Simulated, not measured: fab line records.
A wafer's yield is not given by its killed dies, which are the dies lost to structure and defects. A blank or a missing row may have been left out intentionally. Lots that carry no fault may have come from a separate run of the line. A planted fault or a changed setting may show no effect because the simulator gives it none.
Lot-split experiment | flow n5Finfet | 21 wafers read across 7 lots, on a route 1938 steps long

== ON THE SPLIT ==
At N5_BEOL_M4_COAT_05 (resist thk 30 nm), the setting spinRpm was moved away from the recipe's 1500 rpm on 6 of the 21 wafers read, by -10.8% to +6.8%. This setting was run at the recipe's value on the other wafers.

== FROM THE SPLIT TO THE READING: what the file shows between them, 6 steps ==
- N5_BEOL_M4_EXPOSE_08: exposes mask M4 (also split here: doseMj)
- N5_BEOL_M4_PEB_09: peb time 60 s
- N5_BEOL_M4_DEVELOP_10: develop time 30 s
- N5_BEOL_M4_CD_MEAS_11: target cd 16.79 nm
- N5_BEOL_M4_DESCUM_16: chemistry O2, time 7 s
- N5_BEOL_M4_ETCH_74: etches underlayer in N2/H2, target depth 6.5 nm, time 5.2 s

== THE READING ==
CAR-EUV_of_BEOL_M4_COAT_05.thkNm (the simulator's own value, which no gauge read), in nm, at N5_BEOL_M4_ETCH_63 (etches SiARC in CF4, target depth 15.6 nm, time 26 s). The file does not state a usual value for it. Across the 15 wafers here that went through the recipe, the average is 11.1 nm and the standard deviation 0.14 nm.

wafer  | tool, chamber at the split | spinRpm as run, rpm | against the recipe | CAR-EUV_of_BEOL_M4_COAT_05.thkNm, nm | against lot-mates on the recipe
L076.1 | lithoTrack-03, 0           | 1500                | recipe             | 11                                   | -
L076.3 | lithoTrack-03, 0           | 1500                | recipe             | 11.2                                 | -
L076.6 | lithoTrack-03, 0           | 1500                | recipe             | 11                                   | -
L082.2 | lithoTrack-01, 0           | 1338                | -10.8%             | 13                                   | +1.9
L082.4 | lithoTrack-01, 0           | 1500                | recipe             | 11.2                                 | -
L082.5 | lithoTrack-01, 0           | 1500                | recipe             | 11                                   | -
L088.1 | lithoTrack-01, 0           | 1500                | recipe             | 11                                   | -
L088.3 | lithoTrack-01, 0           | 1500                | recipe             | 11.4                                 | -
L088.4 | lithoTrack-01, 0           | 1500                | recipe             | 11                                   | -
L090.1 | lithoTrack-01, 0           | 1426                | -4.9%              | 11.8                                 | +0.6
L090.2 | lithoTrack-01, 0           | 1500                | recipe             | 11.2                                 | -
L090.3 | lithoTrack-01, 0           | 1426                | -4.9%              | 11.8                                 | +0.6
L091.3 | lithoTrack-01, 0           | 1500                | recipe             | 11.2                                 | -
L091.4 | lithoTrack-01, 0           | 1602                | +6.8%              | 10.2                                 | -1.0
L091.6 | lithoTrack-01, 0           | 1602                | +6.8%              | 10                                   | -1.2
L092.1 | lithoTrack-04, 0           | 1500                | recipe             | 11.2                                 | -
L092.3 | lithoTrack-04, 0           | 1500                | recipe             | 11.2                                 | -
L092.4 | lithoTrack-04, 0           | 1500                | recipe             | 11.2                                 | -
L096.2 | lithoTrack-04, 0           | 1500                | recipe             | 10.8                                 | -
L096.3 | lithoTrack-04, 0           | 1500                | recipe             | 11.2                                 | -
L096.5 | lithoTrack-04, 0           | 1551                | +3.4%              | 10.4                                 | -0.6

THE FIT
A straight line over all 21 wafers: CAR-EUV_of_BEOL_M4_COAT_05.thkNm changes by -0.161 nm for each +1% of spinRpm; r = -0.97; the points scatter about the line by 0.15 nm.
The same after taking each lot's own level away (the mean of its wafers on the recipe; 21 wafers): -0.161 nm for each +1%; r = -0.98; scatter 0.14 nm.
That fit puts the effect of the largest move of spinRpm on the reading at 1.7 nm.
The span of the lots' own levels, 11.00 to 11.20 nm, comes to 1.4 times the standard deviation stated above.
Consequently the slope shifts little with the lot-to-lot level, the two slopes agreeing.
Check: with one of the wafers moved furthest among these (-10.8%) left out of the fit, the line predicts +1.58 nm for it against its lot-mates. Against them it came out at +1.9 nm.

== OTHER SPLITS ON THESE WAFERS ==
Note: prior to the reading, these wafers also went through further splits. Each is held against what the fit with the lots' levels taken away leaves over:
other split on the same wafers  | wafers away from the commonest value | r with CAR-EUV_of_BEOL_M4_COAT_05.thkNm (lot level and that fit taken away)
N5_BEOL_M1_DESCUM_33 timeS      | 6                                    | +0.05
N5_BEOL_M1_TRENCH_ETCH_37 timeS | 10                                   | -0.13
N5_BEOL_M2_ETCH_70 biasW        | 5                                    | -0.53
N5_BEOL_M3_VIA_ETCH_34 biasW    | 9                                    | -0.06
N5_BEOL_M3_ETCH_41 targetDepthA | 8                                    | +0.22
N5_BEOL_M4_EXPOSE_08 doseMj     | 8                                    | -0.13

== THE WHOLE CHAIN: every reading that the file lists as answering this split, in the file's order ==
step               | what it does                                         | reading                                                                           | change (the file's fit)               | r (the file's)
N5_BEOL_M4_COAT_05 | resist thk 30 nm                                     | CAR-EUV_of_BEOL_M4_COAT_05.thkNm (the simulator's own value, which no gauge read) | -0.158 nm for each +1% of the setting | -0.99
N5_BEOL_M4_ETCH_63 | etches SiARC in CF4, target depth 15.6 nm, time 26 s | CAR-EUV_of_BEOL_M4_COAT_05.thkNm (the simulator's own value, which no gauge read) | -0.166 nm for each +1% of the setting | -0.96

== FILE'S OWN FIT ==
CAR-EUV_of_BEOL_M4_COAT_05.thkNm changes by -0.166 nm for each +1% of spinRpm, r = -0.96.
